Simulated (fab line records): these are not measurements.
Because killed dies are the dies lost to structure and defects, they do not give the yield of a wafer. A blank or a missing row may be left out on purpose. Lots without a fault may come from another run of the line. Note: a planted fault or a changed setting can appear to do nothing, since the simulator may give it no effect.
fab line records	flow nandHarc	part 1 of 2: steps 1 to 4 of 6
[record] lots = 21	wafers = 63	lastDay = 33
route steps=1302 shown A_STAIRCASE@767
lots untouched by any fault: they come from a run of this same line in which no faults occurred
startH: hours from the record's opening day to when the first of the lot's shown wafers began	waitH: hours since the lot's step before	" the same as in the row above	L1.1+2: a single row standing in for several wafers	- no value, or no start given	* or withheld: withheld	< > ~ a bound
route shown NAME@n: a module of which the file shows steps, and the number in the route of the first	usual: mean and standard deviation over wafers with no fault	same: alike in all rows	chamber/n: place in a boat	sites: per-site readings	_std_site: standard deviation across them	_edge_site: the outer-site mean with the inner-site mean subtracted	radiusMm: how far each site lies from the wafer's centre	mask NAME#n: copy n	behind: tool/chamber where the wafer was last shaped	hold: what put the lot on hold/how long, in hours/how the hold closed	device: names the non-switching transistor (n, p or np)	end of line: the tests these same wafers got at the end of their route	where a step has no rows: the recipe by itself	killed: not the wafer's yield, but the dies lost to structure and defects at the first sort	map: a wafer's dies, x killed, . not, _ none there
set.NAME: setting as actually run; set.NAME@STEP: the setting as run at that earlier step	model.NAME: the simulator's own value behind a step, which no gauge read
the route's steps for a sample of lots (tables are steps, rows are wafers)
services: a tool's chamber out of use, with start hour (startH, from the record's first day; less than 0 if before it), hours out, and reason
[[steps]]
[step NHARC_A_STAIRCASE_ETCH_253]
[recipe] targetDepthA = 500	timeS = 20.2	ionEnergyEv = 400	c4f8FlowSccm = 20	o2FlowSccm = 10	arFlowSccm = withheld	rfW = 600	biasW = 1000	chemistry = C4F8/O2
[usual] oesProductAu = 0.956/0.019	rfVppV = 896/5.8
lot.wafer	tool	chamber	startH	waitH	oesProductAu	rfHoursCounterH	rfVppV
L074.2	rieDiel-11	0	370.23	0.1	0.947	39	904
L074.3	"	1	"	"	0.958	38	887
L074.5	"	1	"	"	0.952	-	886
L075.1	rieDiel-06	3	379.39	0.1	0.940	25	896
L075.4	"	0	"	"	0.939	23	897
L075.6	"	0	"	"	0.951	-	897
L077.2	rieDiel-06	1	381.30	0.1	0.984	29	895
L077.1	"	2	"	"	0.971	25	897
L077.5	"	2	"	"	0.956	-	897
L076.2	rieDiel-07	1	385.88	0.1	0.988	31	889
L076.4	"	3	"	"	0.960	34	892
L076.5	"	1	"	"	0.980	-	889
L078.2	rieDiel-06	3	412.01	0.1	0.963	35	893
L078.6	"	0	"	"	0.978	-	897
L078.5	"	1	"	"	0.976	-	894
L079.4	rieDiel-11	2	424.77	0.1	0.964	58	904
L079.3	"	1	"	"	0.979	58	885
L079.5	"	2	"	"	0.965	-	907
L081.4	rieDiel-06	1	439.02	0.1	0.932	41	895
L081.2	"	3	"	"	0.925	44	895
L081.5	"	2	"	"	0.922	-	896
L080.2	rieDiel-06	1	447.24	0.1	0.960	45	893
L080.3	"	3	"	"	0.940	50	895
L080.5	"	1	"	"	0.966	-	894
L082.2	rieDiel-11	0	457.28	0.1	0.963	6	903
L082.5	"	3	"	"	0.975	-	895
L082.6	"	1	"	"	0.964	-	905
L084.1	rieDiel-11	0	465.05	0.1	0.945	8	904
L084.3	"	1	"	"	0.949	8	907
L084.6	"	1	"	"	0.954	-	905
L083.1	rieDiel-07	0	465.65	0.1	0.932	56	889
L083.6	"	1	"	"	0.955	-	887
L083.4	"	0	"	"	0.938	-	890
L086.4	rieDiel-06	1	494.66	0.1	0.966	0	894
L086.3	"	2	"	"	0.969	0	896
L086.6	"	0	"	"	0.949	-	896
L087.1	rieDiel-07	1	495.88	0.1	0.987	6	887
L087.2	"	2	"	"	0.947	8	903
L087.6	"	2	"	"	0.956	-	902
L088.1	rieDiel-07	3	499.89	0.1	0.949	9	892
L088.4	"	1	"	"	0.971	7	888
L088.5	"	3	"	"	0.953	-	892
L089.1	rieDiel-07	0	500.72	0.1	0.951	7	889
L089.2	"	2	"	"	0.951	9	902
L089.5	"	0	"	"	0.953	-	889
L093.2	rieDiel-06	1	542.53	0.1	0.922	19	893
L093.3	"	0	"	"	0.914	16	897
L093.5	"	1	"	"	0.929	-	892
L092.2	rieDiel-07	3	542.81	0.1	0.945	23	891
L092.1	"	0	"	"	0.959	25	890
L092.3	"	1	"	"	0.994	24	888
L091.2	rieDiel-07	0	543.82	0.1	0.975	25	889
L091.5	"	3	"	"	0.940	-	890
L091.6	"	0	"	"	0.963	-	890
L094.4	rieDiel-06	3	558.09	0.1	0.953	23	893
L094.1	"	0	"	"	0.948	19	897
L094.5	"	2	"	"	0.936	-	895
L096.1	rieDiel-07	3	583.40	0.1	0.950	34	893
L096.6	"	1	"	"	0.982	-	887
L096.5	"	2	"	"	0.977	-	902
L097.4	rieDiel-11	1	594.88	0.1	0.951	49	905
L097.3	"	3	"	"	0.973	47	892
L097.1	"	0	"	"	0.953	45	904
[step NHARC_A_STAIRCASE_STRIP_254]
[recipe] powerW = 1500	tempC = 250	chemistry = O2
[usual] drypumpMotorCurrentA = 5.6/0.4	heaterPowerW = 302/16
lot.wafer	tool	chamber	startH	waitH	drypumpMotorCurrentA	heaterPowerW	rfHoursCounterH
L074.2	plasmaAsher-02	0	370.32	-	5.5	311	24
L074.3	"	0	"	"	5.5	308	-
L074.5	"	1	"	"	5.2	303	-
L075.1	plasmaAsher-02	1	379.53	-	5.2	299	25
L075.4	"	1	"	"	5.2	299	-
L075.6	"	1	"	"	5.2	307	-
L077.1	plasmaAsher-01	1	381.39	-	6.5	309	6
L077.2	"	0	"	"	5.8	269	6
L077.5	"	0	"	"	5.9	275	-
L076.2	plasmaAsher-02	1	386.01	-	5.2	303	27
L076.4	"	0	"	"	5.5	315	-
L076.5	"	0	"	"	5.5	312	-
L078.2	plasmaAsher-01	1	412.08	-	6.4	306	12
L078.5	"	1	"	"	6.4	302	-
L078.6	"	0	"	"	5.8	269	-
L079.4	plasmaAsher-02	1	424.97	-	5.2	304	-
L079.3	"	0	"	"	5.5	314	-
L079.5	"	0	"	"	5.5	311	-
L081.2	plasmaAsher-02	1	439.16	-	5.2	290	1
L081.4	"	1	"	"	5.2	295	-
L081.5	"	1	"	"	5.2	299	-
L080.2	plasmaAsher-02	0	447.32	-	5.5	315	3
L080.3	"	0	"	"	5.5	324	-
L080.5	"	1	"	"	5.2	300	-
L082.2	plasmaAsher-02	1	457.37	-	5.2	283	6
L082.5	"	1	"	"	5.2	286	-
L082.6	"	0	"	"	5.5	317	-
L084.1	plasmaAsher-02	0	465.19	-	5.5	317	8
L084.3	"	0	"	"	5.5	312	-
L084.6	"	0	"	"	5.5	318	-
L083.1	plasmaAsher-02	0	465.73	-	5.5	327	8
L083.4	"	0	"	"	5.5	317	-
L083.6	"	1	"	"	5.2	295	-
L086.3	plasmaAsher-02	1	494.83	-	5.2	297	-
L086.4	"	0	"	"	5.5	323	-
L086.6	"	0	"	"	5.5	312	-
L087.2	plasmaAsher-02	1	495.96	-	5.2	298	13
L087.1	"	0	"	"	5.5	327	13
L087.6	"	1	"	"	5.2	293	-
L088.1	plasmaAsher-02	1	499.98	-	5.2	293	14
L088.4	"	0	"	"	5.5	324	-
L088.5	"	1	"	"	5.2	293	-
L089.2	plasmaAsher-01	0	500.80	-	5.8	265	31
L089.1	"	1	"	"	6.5	306	31
L089.5	"	1	"	"	6.5	311	-
L093.2	plasmaAsher-02	0	542.66	-	5.5	318	25
L093.3	"	0	"	"	5.5	321	-
L093.5	"	0	"	"	5.5	319	-
L092.1	plasmaAsher-01	0	542.90	-	5.8	271	5
L092.2	"	1	"	"	6.5	301	5
L092.3	"	1	"	"	6.5	300	-
L091.2	plasmaAsher-02	1	543.95	-	5.2	300	25
L091.5	"	0	"	"	5.5	317	-
L091.6	"	1	"	"	5.2	286	-
L094.1	plasmaAsher-01	1	558.22	-	6.5	307	7
L094.4	"	0	"	"	5.8	266	-
L094.5	"	0	"	"	5.8	271	-
L096.1	plasmaAsher-02	0	583.48	-	5.5	319	32
L096.5	"	0	"	"	5.5	313	-
L096.6	"	1	"	"	5.2	296	-
L097.1	plasmaAsher-02	0	595.03	-	5.5	314	36
L097.4	"	0	"	"	5.5	321	-
L097.3	"	1	"	"	5.2	296	-
[step NHARC_A_STAIRCASE_STRIP_274]
[recipe] o2FlowSccm = 500	arFlowSccm = 0	biasW = 0	chemistry = O2
[usual] drypumpMotorCurrentA = 6.0/0.4	mfcArSccm = 0.003/0.005	oesProductAu = 1.000/0.0088	rfVppV = 57.8/0.99	showerheadPlenumPTorr = 3.53/0.17	throttleValvePct = 17.035/0.0084
lot.wafer	tool	chamber	startH	waitH	drypumpMotorCurrentA	mfcArSccm	oesProductAu	rfHoursCounterH	rfVppV	showerheadPlenumPTorr	throttleValvePct
L074.3	rieDiel-07	3	-	-	5.6	0	1.001	33	57.6	3.45	17.031
L074.2	"	1	"	"	6.6	0.012	1.024	29	57.9	3.33	17.021
L074.5	"	3	"	"	5.6	0	1.010	-	57.8	3.45	17.038
L075.1	rieDiel-07	2	-	-	5.7	0	1.002	34	58.5	3.73	17.042
L075.4	"	3	"	"	5.6	0	1.001	34	58.5	3.45	17.041
L075.6	"	2	"	"	5.7	0	1.006	-	58.4	3.73	17.037
L077.1	rieDiel-07	2	-	-	5.7	0	0.997	36	58.7	3.72	17.020
L077.2	"	1	"	"	6.7	0.012	1.018	32	55.4	3.33	17.040
L077.5	"	2	"	"	5.7	0	1.005	-	58.9	3.72	17.021
L076.2	rieDiel-07	2	-	-	5.7	0	0.994	37	58.4	3.72	17.040
L076.4	"	1	"	"	6.6	0.012	1.016	32	56.4	3.33	17.037
L076.5	"	2	"	"	5.7	0	0.984	-	58.1	3.72	17.045
L078.2	rieDiel-07	2	-	-	5.7	0	1.002	44	57.7	3.72	17.036
L078.6	"	0	"	"	6.2	0	0.990	-	57.0	3.36	17.033
L078.5	"	1	"	"	6.7	0.012	0.998	-	57.9	3.32	17.025
L079.3	rieDiel-11	3	-	-	5.9	0	0.996	18	59.2	3.45	17.030
L079.4	"	0	"	"	6.3	0.007	0.978	58	57.6	3.73	17.035
L079.5	"	0	"	"	6.3	0.007	0.975	-	56.8	3.73	17.042
L081.4	rieDiel-07	1	-	-	6.7	0.012	1.022	53	57.8	3.32	17.032
L081.2	"	0	"	"	6.2	0	0.995	49	56.3	3.36	17.025
L081.5	"	1	"	"	6.7	0.012	1.011	-	56.6	3.32	17.030
L080.2	rieDiel-11	3	-	-	5.9	0	1.017	5	58.1	3.45	17.023
L080.3	"	0	"	"	6.3	0.007	0.991	5	59.8	3.73	17.027
L080.5	"	3	"	"	5.9	0	1.006	-	57.5	3.45	17.022
L082.2	rieDiel-06	1	-	-	6.2	0	1.007	53	57.5	3.47	17.039
L082.6	"	3	"	"	6.1	0	0.989	-	58.4	3.49	17.041
L082.5	"	0	"	"	6.0	0	0.993	-	58.8	3.56	17.031
L084.3	rieDiel-11	2	-	-	5.4	0.014	1.006	3	57.9	3.77	17.033
L084.1	"	3	"	"	5.9	0	1.004	10	58.3	3.45	17.031
L084.6	"	1	"	"	6.1	0	1.000	-	58.3	3.80	17.042
L083.4	rieDiel-06	0	-	-	6.1	0	1.009	59	57.4	3.56	17.049
L083.1	"	2	"	"	5.0	0	0.981	52	57.7	3.51	17.028
L083.6	"	3	"	"	6.0	0	0.991	-	58.6	3.49	17.040
L086.4	rieDiel-07	1	-	-	6.7	0.012	1.008	9	57.6	3.31	17.018
L086.3	"	2	"	"	5.6	0	1.003	10	57.4	3.70	17.028
L086.6	"	1	"	"	6.7	0.012	1.015	-	57.2	3.31	17.019
L087.1	rieDiel-11	0	-	-	6.3	0.007	0.998	21	56.9	3.72	17.044
L087.2	"	2	"	"	5.5	0.014	0.997	15	59.1	3.76	17.033
L087.6	"	3	"	"	5.9	0	1.000	-	57.4	3.44	17.039
L088.4	rieDiel-06	0	-	-	6.1	0	0.994	4	56.8	3.55	17.031
L088.1	"	2	"	"	5.1	0	0.994	3	57.2	3.51	17.047
L088.5	"	1	"	"	6.2	0	0.994	-	58.4	3.46	17.045
L089.1	rieDiel-11	3	-	-	5.9	0	1.003	23	58.4	3.44	17.034
L089.2	"	1	"	"	6.2	0	1.003	22	58.2	3.80	17.032
L089.5	"	2	"	"	5.5	0.014	0.991	-	58.7	3.76	17.025
L093.2	rieDiel-11	0	-	-	6.2	0.007	1.001	33	58.8	3.71	17.027
L093.3	"	1	"	"	6.1	0	1.000	35	59.5	3.79	17.044
L093.5	"	3	"	"	5.9	0	1.006	-	55.6	3.43	17.033
L092.1	rieDiel-07	3	-	-	5.6	0	0.999	24	57.9	3.42	17.041
L092.3	"	0	"	"	6.2	0	0.993	26	58.2	3.34	17.026
L092.2	"	1	"	"	6.6	0.012	1.017	25	56.0	3.30	17.027
L091.2	rieDiel-07	1	-	-	6.7	0.012	1.006	26	55.0	3.30	17.037
L091.6	"	1	"	"	6.7	0.012	1.012	-	57.3	3.30	17.032
L091.5	"	2	"	"	5.7	0	0.992	-	58.7	3.70	17.047
L094.1	rieDiel-07	0	-	-	6.2	0	1.011	33	58.5	3.34	17.029
L094.4	"	2	"	"	5.7	0	1.002	29	57.7	3.69	17.040
L094.5	"	0	"	"	6.2	0	1.006	-	57.4	3.34	17.039
L096.1	rieDiel-06	3	-	-	6.0	0	1.010	38	56.0	3.47	17.043
L096.6	"	1	"	"	6.2	0	0.987	-	58.1	3.45	17.052
L096.5	"	2	"	"	5.0	0	0.995	-	58.1	3.49	17.029
L097.1	rieDiel-11	3	-	-	5.9	0	1.007	50	57.0	3.42	17.043
L097.4	"	0	"	"	6.2	0.007	1.004	48	57.9	3.71	17.044
L097.3	"	1	"	"	6.1	0	0.983	53	59.7	3.78	17.048
[step NHARC_A_STAIRCASE_ETCH_292]
[recipe] cf4FlowSccm = 100	chf3FlowSccm = 30	arFlowSccm = 0	rfW = 500	biasW = 200	chemistry = CF4/CHF3
[usual] drypumpMotorCurrentA = 5.9/0.39	mfcArSccm = 0.003/0.0049	oesProductAu = 0.935/0.02	rfVppV = 370.7/2.5	showerheadPlenumPTorr = 1.58/0.072	throttleValvePct = 16.801/0.0089
lot.wafer	tool	chamber	startH	waitH	drypumpMotorCurrentA	mfcArSccm	oesProductAu	rfHoursCounterH	rfVppV	showerheadPlenumPTorr	throttleValvePct
L074.2	rieDiel-11	0	390.41	0.1	6.2	0.007	0.926	48	374.2	1.67	16.808
L074.3	"	1	"	"	6.1	0	0.923	46	366.2	1.46	16.805
L074.5	"	3	"	"	5.8	0	0.943	-	368.4	1.54	16.801
L075.4	rieDiel-06	0	392.13	0.1	6.1	0	0.923	26	370.0	1.59	16.809
L075.1	"	2	"	"	5.0	0	0.914	28	370.3	1.57	16.793
L075.6	"	0	"	"	6.1	0	0.920	-	372.0	1.59	16.795
L077.2	rieDiel-11	0	399.89	0.1	6.2	0.007	0.910	49	373.3	1.67	16.794
L077.1	"	2	"	"	5.4	0.014	0.922	50	373.9	1.69	16.782
L077.5	"	3	"	"	5.9	0	0.945	-	368.4	1.54	16.812
L076.4	rieDiel-07	1	401.69	0.1	6.6	0.012	0.939	36	368.2	1.48	16.800
L076.2	"	3	"	"	5.6	0	0.934	39	369.4	1.54	16.797
L076.5	"	0	"	"	6.2	0	0.919	-	368.4	1.50	16.801
L078.2	rieDiel-11	2	422.03	0.1	5.5	0.014	0.942	58	373.7	1.68	16.805
L078.5	"	2	"	"	5.5	0.014	0.938	-	374.3	1.68	16.802
L078.6	"	3	"	"	5.9	0	0.928	-	368.8	1.54	16.803
L079.3	rieDiel-06	3	434.67	0.1	6.0	0	0.951	43	369.7	1.56	16.807
L079.4	"	1	"	"	6.2	0	0.970	40	369.9	1.55	16.791
L079.5	"	2	"	"	5.0	0	0.943	-	369.2	1.57	16.800
L081.4	rieDiel-06	3	453.13	0.1	6.0	0	0.948	54	369.9	1.56	16.800
L081.2	"	2	"	"	5.0	0	0.948	45	369.8	1.57	16.802
L081.5	"	0	"	"	6.1	0	0.940	-	370.9	1.59	16.800
L080.3	rieDiel-11	1	457.45	0.1	6.1	0	0.931	6	375.1	1.70	16.792
L080.2	"	3	"	"	5.9	0	0.928	6	368.7	1.54	16.807
L080.5	"	1	"	"	6.1	0	0.919	-	374.1	1.70	16.803
L082.2	rieDiel-11	3	473.18	0.1	5.9	0	0.927	10	370.0	1.54	16.797
L082.5	"	1	"	"	6.1	0	0.926	-	375.1	1.70	16.808
L082.6	"	2	"	"	5.5	0.014	0.969	-	374.2	1.68	16.792
L084.1	rieDiel-06	1	479.62	0.1	6.2	0	0.927	56	370.7	1.54	16.801
L084.3	"	2	"	"	5.1	0	0.912	53	369.6	1.57	16.802
L084.6	"	0	"	"	6.1	0	0.924	-	370.4	1.59	16.798
L083.4	rieDiel-11	2	480.28	0.1	5.4	0.014	0.974	5	374.3	1.68	16.808
L083.1	"	3	"	"	5.9	0	0.933	13	369.5	1.54	16.805
L083.6	"	0	"	"	6.3	0.007	0.926	-	373.2	1.66	16.808
L086.3	rieDiel-07	3	508.43	0.1	5.6	0	0.914	10	370.1	1.53	16.792
L086.4	"	0	"	"	6.2	0	0.936	9	366.3	1.49	16.801
L086.6	"	3	"	"	5.6	0	0.928	-	368.5	1.53	16.794
L087.2	rieDiel-07	3	510.63	0.1	5.6	0	0.920	11	368.8	1.53	16.814
L087.1	"	2	"	"	5.7	0	0.912	11	374.4	1.65	16.808
L087.6	"	0	"	"	6.2	0	0.928	-	368.4	1.49	16.802
L088.4	rieDiel-11	1	514.56	0.1	6.1	0	0.985	26	375.5	1.69	16.799
L088.1	"	3	"	"	5.9	0	0.953	25	369.8	1.53	16.793
L088.5	"	2	"	"	5.5	0.014	0.975	-	375.0	1.68	16.794
L089.2	rieDiel-06	2	515.89	0.1	5.0	0	0.968	6	371.8	1.56	16.801
L089.1	"	3	"	"	6.0	0	0.977	6	369.4	1.55	16.783
L089.5	"	2	"	"	5.0	0	0.952	-	371.2	1.56	16.817
L093.3	rieDiel-07	1	561.68	0.1	6.7	0.012	0.934	30	366.1	1.47	16.802
L093.2	"	0	"	"	6.2	0	0.921	31	367.8	1.49	16.802
L093.5	"	2	"	"	5.7	0	0.928	-	374.1	1.65	16.806
L092.1	rieDiel-06	3	562.08	0.1	6.0	0	0.920	27	369.0	1.55	16.795
L092.2	"	0	"	"	6.0	0	0.911	21	370.0	1.58	16.780
L092.3	"	1	"	"	6.2	0	0.909	23	370.3	1.54	16.813
L091.2	rieDiel-11	0	562.24	0.1	6.2	0.007	0.972	36	373.9	1.66	16.813
L091.6	"	0	"	"	6.3	0.007	0.966	-	372.2	1.66	16.790
L091.5	"	1	"	"	6.1	0	0.981	-	374.2	1.69	16.782
L094.1	rieDiel-07	2	570.32	0.1	5.6	0	0.930	30	373.2	1.65	16.799
L094.4	"	0	"	"	6.2	0	0.938	34	367.4	1.49	16.810
L094.5	"	2	"	"	5.7	0	0.924	-	372.7	1.65	16.799
L096.1	rieDiel-07	2	596.98	0.1	5.7	0	0.965	37	373.8	1.65	16.809
L096.6	"	2	"	"	5.7	0	0.959	-	372.9	1.65	16.798
L096.5	"	3	"	"	5.6	0	0.973	-	369.4	1.52	16.791
L097.1	rieDiel-11	2	609.62	0.1	5.5	0.014	0.933	50	373.0	1.67	16.808
L097.4	"	3	"	"	5.8	0	0.918	55	369.7	1.53	16.793
L097.3	"	1	"	"	6.1	0	0.925	55	373.3	1.69	16.801
